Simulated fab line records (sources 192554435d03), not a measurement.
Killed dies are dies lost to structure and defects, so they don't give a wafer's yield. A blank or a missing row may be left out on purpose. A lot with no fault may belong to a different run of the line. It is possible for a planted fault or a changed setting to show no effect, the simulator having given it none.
Split-lot experiment / flow n5_finfet / 21 wafers read across 7 lots, on a route 1938 steps long

== SPLIT DETAILS ==
At N5_BEOL_M11_ETCH_66 (etches SOC in N2/H2, target depth 120 nm, overetch 24 nm, time 180 s), the setting time_s was moved away from the recipe's 180 s on 6 of the 21 wafers read, by -6.4% to +20.6%. All remaining wafers had this setting at the recipe value.

The reading comes from the split's own step.

== THE READING ==
SiARC_of_BEOL_M11_COAT_64.thk_nm (the simulator's own value, which no gauge read), in nm, at N5_BEOL_M11_ETCH_66 (etches SOC in N2/H2, target depth 120 nm, overetch 24 nm, time 180 s). There is no usual value for it anywhere in the file. Here, 15 wafers ran the recipe; their average is 22.7 nm with a standard deviation of 0.19 nm.

wafer=L074.3; tool, chamber at the split=rie_diel-06, 1; time_s as run, s=168.4; against the recipe=-6.4%; SiARC_of_BEOL_M11_COAT_64.thk_nm, nm=23.4; against lot-mates on the recipe=+0.5
wafer=L074.4; tool, chamber at the split=rie_diel-06, 2; time_s as run, s=180; against the recipe=recipe; SiARC_of_BEOL_M11_COAT_64.thk_nm, nm=22.8; against lot-mates on the recipe=-
wafer=L074.6; tool, chamber at the split=rie_diel-06, 1; time_s as run, s=180; against the recipe=recipe; SiARC_of_BEOL_M11_COAT_64.thk_nm, nm=23; against lot-mates on the recipe=-
wafer=L078.3; tool, chamber at the split=rie_diel-06, 0; time_s as run, s=180; against the recipe=recipe; SiARC_of_BEOL_M11_COAT_64.thk_nm, nm=22.6; against lot-mates on the recipe=-
wafer=L078.4; tool, chamber at the split=rie_diel-06, 2; time_s as run, s=180; against the recipe=recipe; SiARC_of_BEOL_M11_COAT_64.thk_nm, nm=22.8; against lot-mates on the recipe=-
wafer=L078.5; tool, chamber at the split=rie_diel-06, 2; time_s as run, s=180; against the recipe=recipe; SiARC_of_BEOL_M11_COAT_64.thk_nm, nm=22.8; against lot-mates on the recipe=-
wafer=L080.1; tool, chamber at the split=rie_diel-04, 0; time_s as run, s=180; against the recipe=recipe; SiARC_of_BEOL_M11_COAT_64.thk_nm, nm=22.6; against lot-mates on the recipe=-
wafer=L080.5; tool, chamber at the split=rie_diel-04, 0; time_s as run, s=180; against the recipe=recipe; SiARC_of_BEOL_M11_COAT_64.thk_nm, nm=22.6; against lot-mates on the recipe=-
wafer=L080.6; tool, chamber at the split=rie_diel-04, 3; time_s as run, s=180; against the recipe=recipe; SiARC_of_BEOL_M11_COAT_64.thk_nm, nm=23; against lot-mates on the recipe=-
wafer=L083.1; tool, chamber at the split=rie_diel-04, 2; time_s as run, s=180; against the recipe=recipe; SiARC_of_BEOL_M11_COAT_64.thk_nm, nm=22.6; against lot-mates on the recipe=-
wafer=L083.4; tool, chamber at the split=rie_diel-04, 0; time_s as run, s=217.1; against the recipe=+20.6%; SiARC_of_BEOL_M11_COAT_64.thk_nm, nm=21; against lot-mates on the recipe=-1.6
wafer=L083.5; tool, chamber at the split=rie_diel-04, 2; time_s as run, s=217.1; against the recipe=+20.6%; SiARC_of_BEOL_M11_COAT_64.thk_nm, nm=21.2; against lot-mates on the recipe=-1.4
wafer=L084.3; tool, chamber at the split=rie_diel-06, 2; time_s as run, s=180; against the recipe=recipe; SiARC_of_BEOL_M11_COAT_64.thk_nm, nm=22.6; against lot-mates on the recipe=-
wafer=L084.4; tool, chamber at the split=rie_diel-06, 1; time_s as run, s=180; against the recipe=recipe; SiARC_of_BEOL_M11_COAT_64.thk_nm, nm=22.8; against lot-mates on the recipe=-
wafer=L084.5; tool, chamber at the split=rie_diel-06, 0; time_s as run, s=180; against the recipe=recipe; SiARC_of_BEOL_M11_COAT_64.thk_nm, nm=22.4; against lot-mates on the recipe=-
wafer=L093.2; tool, chamber at the split=rie_diel-06, 3; time_s as run, s=180; against the recipe=recipe; SiARC_of_BEOL_M11_COAT_64.thk_nm, nm=23; against lot-mates on the recipe=-
wafer=L093.4; tool, chamber at the split=rie_diel-06, 3; time_s as run, s=192.9; against the recipe=+7.2%; SiARC_of_BEOL_M11_COAT_64.thk_nm, nm=22.4; against lot-mates on the recipe=-0.6
wafer=L093.6; tool, chamber at the split=rie_diel-06, 0; time_s as run, s=192.9; against the recipe=+7.2%; SiARC_of_BEOL_M11_COAT_64.thk_nm, nm=22; against lot-mates on the recipe=-1.0
wafer=L094.2; tool, chamber at the split=rie_diel-06, 0; time_s as run, s=210.4; against the recipe=+16.9%; SiARC_of_BEOL_M11_COAT_64.thk_nm, nm=21.2; against lot-mates on the recipe=-1.6
wafer=L094.5; tool, chamber at the split=rie_diel-06, 1; time_s as run, s=180; against the recipe=recipe; SiARC_of_BEOL_M11_COAT_64.thk_nm, nm=23; against lot-mates on the recipe=-
wafer=L094.6; tool, chamber at the split=rie_diel-06, 0; time_s as run, s=180; against the recipe=recipe; SiARC_of_BEOL_M11_COAT_64.thk_nm, nm=22.6; against lot-mates on the recipe=-

FIT RESULTS
A straight line over all 21 wafers: SiARC_of_BEOL_M11_COAT_64.thk_nm changes by -0.0835 nm for each +1% of time_s; r = -0.96; the points scatter about the line by 0.19 nm.
The same after taking each lot's own level away (the mean of its wafers on the recipe; 21 wafers): -0.0799 nm for each +1%; r = -0.96; scatter 0.18 nm.
The reading moves by 1.6 nm for the largest change in time_s, on that fit.
From 22.60 to 23.00 nm: that is the span of the lots' own levels, equal to 2.2 times the standard deviation above.
Hence the lot-to-lot level has little effect on the slope; both slopes agree.
Check: for one of the wafers moved furthest among these (+20.6%), held out of the fit, the line's prediction against its lot-mates is -1.7 nm. Against them it came out at -1.6 nm.

== ADDITIONAL SPLITS CARRIED BY THESE WAFERS ==
Note: prior to the reading, these wafers also went through further splits. Each is held against what the fit with the lots' levels taken away leaves over:
other split on the same wafers=N5_BEOL_M11_COAT_22 spin_rpm; wafers away from the commonest value=10; r with SiARC_of_BEOL_M11_COAT_64.thk_nm (lot level and that fit taken away)=+0.07

== FILE'S OWN FIT ==
SiARC_of_BEOL_M11_COAT_64.thk_nm changes by -0.0833 nm for each +1% of time_s, r = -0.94.
